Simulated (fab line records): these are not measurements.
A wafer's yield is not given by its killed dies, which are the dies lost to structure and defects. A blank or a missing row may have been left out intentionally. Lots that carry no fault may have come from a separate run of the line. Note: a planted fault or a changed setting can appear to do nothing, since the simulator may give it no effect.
One fault through the eyes of 2 desks + flow n5Finfet + numbers are kept per desk, each desk with only its own; the story behind them comes last

== FOR THE TOOL OWNER'S DESK: cvdCo-02 ==
The tool's own readings at N5_BEOL_M3_CO_CAP_55 (material Co, precursor CCTBA/H2, target thk 2 nm, time 102.1 s): means of the sampled wafers that have a number, for each lot that ran on this tool. A lot is out of limits, marked OUT, if its mean lies more than 4 standard deviations from the usual mean; the brackets give that distance.
Columns: A = heaterPowerW at N5_BEOL_M3_CO_CAP_55, usual 235 W; B = runLengthS at N5_BEOL_M3_CO_CAP_55, usual 125.0 s
| lot  | first seen here | A   | B               |
|------|-----------------|-----|-----------------|
| L387 | day 8 19:46     | 222 | 125.3           |
| L389 | day 9 08:13     | 225 | 125.4           |
| L391 | day 9 12:04     | 219 | 125.5           |
| L390 | day 9 15:23     | 227 | 125.4           |
| L395 | day 10 18:44    | 236 | 125.2           |
| L397 | day 12 01:34    | 236 | 111.0 (-28) OUT |
| L399 | day 12 11:20    | 222 | 116.1 (-17) OUT |
| L400 | day 12 20:13    | 220 | 111.8 (-26) OUT |
This desk's verdict: out of limits on L397, L399, L400, starting with L397 at day 12 01:34 (runLengthS at N5_BEOL_M3_CO_CAP_55). L387, L389, L391, L390, L395 stayed within limits.

== METROLOGY DESK ==
What the gauges read for every lot (on any tool): the sampled wafers with a number, averaged. A lot is out of limits, marked OUT, if its mean lies more than 4 standard deviations from the usual mean; the brackets give that distance. Readings shown: 7 of its 10, picked as those furthest out on some lot.
Columns: A = DIBL_N at N5_BEOL_M4_RC_MEAS_101, usual 35.1 mV/V; B = DIBL_P at N5_BEOL_M4_RC_MEAS_101, usual 34.9 mV/V; C = IOFF_N at N5_BEOL_M4_RC_MEAS_101, usual 0.143 nA/um; D = IOFF_P at N5_BEOL_M4_RC_MEAS_101, usual 0.21 nA/um; E = ION_P at N5_BEOL_M4_RC_MEAS_101, usual 463 uA/um; F = VT_N at N5_BEOL_M4_RC_MEAS_101, usual 251 mV; G = VT_P at N5_BEOL_M4_RC_MEAS_101, usual -250 mV
| lot  | first seen here | A    | B    | C     | D    | E   | F   | G    |
|------|-----------------|------|------|-------|------|-----|-----|------|
| L384 | day 8 19:02     | 36.6 | 36.3 | 0.184 | 0.24 | 468 | 247 | -244 |
| L386 | day 8 23:17     | 34.2 | 34.0 | 0.131 | 0.20 | 466 | 252 | -249 |
| L387 | day 9 04:28     | 33.6 | 33.1 | 0.133 | 0.17 | 458 | 251 | -254 |
| L389 | day 9 19:20     | 32.2 | 32.3 | 0.118 | 0.19 | 464 | 252 | -247 |
| L391 | day 10 21:08    | 35.1 | 34.0 | 0.124 | 0.16 | 451 | 255 | -257 |
| L390 | day 11 01:00    | 34.6 | 35.3 | 0.140 | 0.21 | 468 | 252 | -248 |
| L395 | day 11 10:08    | 34.9 | 34.0 | 0.125 | 0.17 | 458 | 254 | -255 |
| L397 | day 12 20:10    | 33.7 | 34.8 | 0.136 | 0.20 | 468 | 252 | -250 |
| L399 | day 13 04:05    | 37.0 | 36.1 | 0.165 | 0.27 | 466 | 252 | -245 |
| L400 | day 13 23:42    | 35.5 | 34.0 | 0.121 | 0.18 | 454 | 255 | -253 |
| L405 | day 14 19:01    | 35.7 | 36.8 | 0.171 | 0.22 | 459 | 250 | -249 |
Result from this desk: across the 11 lots, nothing is out of limits.

== PUT TOGETHER ==
On L397, L399, L400, at day 12 01:34, an alarm was possible from the tool owner's desk.
Nothing out of limits was seen by the metrology desk.
The metrology desk holds a record of L397, L399, L400, inside its limits.
On cvdCo-02, each named lot ran N5_BEOL_M3_CO_CAP_55.

== WHAT THE SIMULATOR HAD INSERTED ==
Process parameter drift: cvdCo-02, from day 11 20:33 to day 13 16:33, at N5_BEOL_M3_CO_CAP_55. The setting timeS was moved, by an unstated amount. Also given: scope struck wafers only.
Lots struck among those shown: L397, L399, L400.
How many hours passed from the start of the fault until each desk's first out-of-limits reading: the tool owner's desk, 5.
